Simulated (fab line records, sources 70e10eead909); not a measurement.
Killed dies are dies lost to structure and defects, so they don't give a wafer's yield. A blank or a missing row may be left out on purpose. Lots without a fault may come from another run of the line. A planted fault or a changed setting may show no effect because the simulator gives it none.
Which tool did it? | flow nand_harc | 12 lots, 36 wafers sampled, at 6 steps of a route of 1302

WHAT THE GAUGES READ, wafer by wafer
NHARC_A_ZERO_WELL_INSPECT_17.
lot  | measured     | on                | raw_defect_count
L849 | day 6 19:45  | defect_inspect-02 | 12 11 6
L850 | day 7 10:34  | defect_inspect-02 | 17 10 15
L851 | day 7 11:25  | defect_inspect-02 | 19 21 14
L853 | day 8 09:31  | defect_inspect-02 | 7 16 9
L856 | day 9 23:31  | defect_inspect-01 | 6 10 12
L860 | day 11 18:44 | defect_inspect-01 | 10 9 17
L863 | day 12 22:52 | defect_inspect-02 | 15 6 12
L864 | day 13 10:05 | defect_inspect-02 | 13 21 17
L867 | day 14 10:34 | defect_inspect-01 | 11 26 18
L868 | day 14 11:04 | defect_inspect-02 | 20 25 10
L871 | day 15 20:02 | defect_inspect-02 | 17 42 22
L872 | day 16 11:02 | defect_inspect-01 | 6 9 16

NHARC_A_SOURCE_PLATE_THK_MEAS_06: measures by ellipsometry.
lot  | measured     | on            | thk_nm (nm)
L849 | day 7 16:21  | film_metro-01 | 202.7 203.8 203.8
L850 | day 8 06:53  | film_metro-01 | 198.0 199.3 200.0
L851 | day 8 06:53  | film_metro-02 | 201.8 202.9 203.7
L853 | day 9 05:16  | film_metro-01 | 198.4 198.0 198.5
L856 | day 10 20:37 | film_metro-01 | 205.4 203.4 204.5
L860 | day 12 14:47 | film_metro-02 | 197.4 202.7 202.7
L863 | day 13 21:02 | film_metro-02 | 145.3 143.5 145.3
L864 | day 14 07:22 | film_metro-01 | 143.3 143.5 145.7
L867 | day 15 06:00 | film_metro-01 | 200.6 204.3 202.9
L868 | day 15 06:00 | film_metro-02 | 199.9 200.1 200.0
L871 | day 16 16:13 | film_metro-01 | 200.8 198.1 200.8
L872 | day 17 08:43 | film_metro-01 | 201.5 200.6 201.5

NHARC_A_ONON_D1_THK_MEAS_24: measures by ellipsometry.
lot  | measured     | on            | thk_nm (nm)
L849 | day 8 09:18  | film_metro-01 | 991 994 992
L850 | day 8 20:48  | film_metro-02 | 998 999 999
L851 | day 8 20:47  | film_metro-01 | 1019 1020 1017
L853 | day 9 17:07  | film_metro-01 | 996 999 998
L856 | day 11 09:32 | film_metro-01 | 977 977 978
L860 | day 13 02:52 | film_metro-01 | 1007 1006 1006
L863 | day 14 08:58 | film_metro-02 | 998 995 994
L864 | day 14 19:11 | film_metro-02 | 1004 1004 1004
L867 | day 15 18:18 | film_metro-02 | 1000 999 1002
L868 | day 15 18:17 | film_metro-01 | 998 998 997
L871 | day 17 04:05 | film_metro-01 | 1007 1007 1007
L872 | day 18 00:31 | film_metro-02 | 1010 1010 1011

NHARC_END_SORT_01.
lot  | measured     | on        | killed_at_array | killed_at_other | killed_at_periphery | killed_dies | killed_open | killed_short
L863 | day 30 05:06 | prober-02 | 48              | 0               | 7                   | 55          | 4           | 3

WHICH TOOL RAN EACH LOT (tool, then ch and the chambers of the sampled wafers, then the start)
lot  | NHARC_A_ZERO_WELL_ETCH_13        | NHARC_A_SOURCE_PLATE_CVD_03
L849 | rie_si-01 ch 0,1, day 6 18:40    | lpcvd_poly-02 ch 0, day 7 06:25
L850 | rie_si-01 ch 0,2,3, day 7 09:30  | lpcvd_poly-02 ch 0, day 7 20:23
L851 | rie_si-05 ch 0,2,3, day 7 10:18  | lpcvd_poly-02 ch 0, day 7 20:23
L853 | rie_si-04 ch 0,2,3, day 8 08:17  | lpcvd_poly-02 ch 0, day 8 18:48
L856 | rie_si-01 ch 1,2,3, day 9 22:27  | lpcvd_poly-01 ch 0, day 10 10:15
L860 | rie_si-05 ch 0,2, day 11 17:40   | lpcvd_poly-01 ch 0, day 12 04:25
L863 | rie_si-05 ch 0,2,3, day 12 21:45 | lpcvd_poly-01 ch 0, day 13 08:43
L864 | rie_si-01 ch 0,2, day 13 08:55   | lpcvd_poly-01 ch 0, day 13 19:59
L867 | rie_si-01 ch 0,1,2, day 14 09:28 | lpcvd_poly-04 ch 0, day 14 19:56
L868 | rie_si-05 ch 2,3, day 14 09:59   | lpcvd_poly-04 ch 0, day 14 19:56
L871 | rie_si-01 ch 0,2,3, day 15 18:55 | lpcvd_poly-04 ch 0, day 16 05:55
L872 | rie_si-04 ch 1,2,3, day 16 09:57 | lpcvd_poly-01 ch 0, day 16 21:34
- NHARC_A_ZERO_WELL_ETCH_13: etches the open film in HBr/Cl2, target depth 120 nm, time 40.1 s.
- NHARC_A_SOURCE_PLATE_CVD_03: deposits poly-Si, target thk 200 nm, time 4000 s.

WHAT THE TOOLS THEMSELVES READ (means of the sampled wafers that have a number; where no wafer has one, the mark that the record gives instead)
NHARC_A_ZERO_WELL_ETCH_13.
lot  | tool      | drypump_motor_current_A (A) | oes_product_au (a.u.) | rf_fwd_power_W (W) | throttle_valve_pct (%)
L849 | rie_si-01 | 6.1                         | 1.012                 | 394.1              | 26.408
L850 | rie_si-01 | 6.3                         | 1.001                 | 394.8              | 26.399
L851 | rie_si-05 | 5.9                         | 0.997                 | 395.3              | 26.403
L853 | rie_si-04 | 5.7                         | 0.997                 | 396.3              | 26.409
L856 | rie_si-01 | 6.2                         | 0.998                 | 393.8              | 26.415
L860 | rie_si-05 | 6.2                         | 1.001                 | 393.5              | 26.409
L863 | rie_si-05 | 5.9                         | 0.994                 | 396.1              | 26.411
L864 | rie_si-01 | 6.2                         | 0.992                 | 394.4              | 26.406
L867 | rie_si-01 | 6.2                         | 0.999                 | 394.3              | 26.406
L868 | rie_si-05 | 5.7                         | 0.997                 | 395.9              | 26.409
L871 | rie_si-01 | 6.3                         | 0.997                 | 394.4              | 26.406
L872 | rie_si-04 | 5.5                         | 1.001                 | 396.3              | 26.410

NHARC_A_SOURCE_PLATE_CVD_03.
lot  | tool          | spike_tc_bottom_C (C) | spike_tc_centre_C (C) | spike_tc_lower_C (C) | spike_tc_top_C (C) | spike_tc_upper_C (C) | tube_center_temp_C (C) | zone_power_centre_pct (%)
L849 | lpcvd_poly-02 | 638.0                 | 620.7                 | 622.2                | 633.2              | 620.0                | 620                    | 10.0
L850 | lpcvd_poly-02 | 638.7                 | 622.3                 | 621.8                | 634.8              | 620.1                | 620                    | 10.0
L851 | lpcvd_poly-02 | 638.5                 | 621.3                 | 622.0                | 633.7              | 621.5                | 620                    | 9.9
L853 | lpcvd_poly-02 | 638.1                 | 620.8                 | 622.5                | 633.0              | 621.4                | 620                    | 9.8
L856 | lpcvd_poly-01 | 642.8                 | 618.0                 | 619.6                | 633.9              | 619.1                | 620                    | 10.4
L860 | lpcvd_poly-01 | 644.0                 | 618.4                 | 619.7                | 634.3              | 619.8                | 620                    | 10.4
L863 | lpcvd_poly-01 | 629.4                 | 604.4                 | 605.8                | 620.6              | 605.5                | 606                    | 10.0
L864 | lpcvd_poly-01 | 630.6                 | 605.5                 | 604.6                | 619.9              | 605.6                | 606                    | 9.9
L867 | lpcvd_poly-04 | 638.6                 | 620.3                 | 619.7                | 637.1              | 621.6                | 620                    | 11.4
L868 | lpcvd_poly-04 | 640.0                 | 621.0                 | 620.1                | 637.6              | 620.6                | 620                    | 11.5
L871 | lpcvd_poly-04 | 638.2                 | 621.3                 | 620.3                | 638.3              | 621.2                | 620                    | 11.5
L872 | lpcvd_poly-01 | 643.6                 | 619.3                 | 619.6                | 634.5              | 618.8                | 620                    | 10.4

THE ANSWER, worked out from the rows above alone
Rule: what is usual is taken from the lots themselves. Put in order of their means at a reading, lots are off if they are a third of the lots or fewer, leave a main group of 4 or more, and stand apart from it by a gap of 3 or more times the standard deviation of the main group's means; of several such gaps the widest counts. A main group whose means are all the same, to the digits that the tables above print for the reading, isn't used. A lot without any number at a reading at which 4 lots or more have one is off too. The other lots that the step has rows for count as sound. The gauges are gone through in route order, then the tools' own readings, and for those a lot's mean is taken as printed above. The first step at which some lot is off is used, and at that step the reading that is off furthest; a lot without a number counts as furthest.
Off: L863, L864, at NHARC_A_SOURCE_PLATE_THK_MEAS_06 (thk_nm). The main group: mean 201.3 nm, standard deviation 1.9.
A tool fits if, at a process step before that reading, it ran every lot that is off, and no sound lot after the first of them. The gauges at NHARC_A_SOURCE_PLATE_THK_MEAS_06 aren't tried: what is off there is off at NHARC_A_SOURCE_PLATE_CVD_03 too, on other tools, and a gauge's error can't cause that. None of those tried fits.

WHAT THE SIMULATOR HAD PUT IN
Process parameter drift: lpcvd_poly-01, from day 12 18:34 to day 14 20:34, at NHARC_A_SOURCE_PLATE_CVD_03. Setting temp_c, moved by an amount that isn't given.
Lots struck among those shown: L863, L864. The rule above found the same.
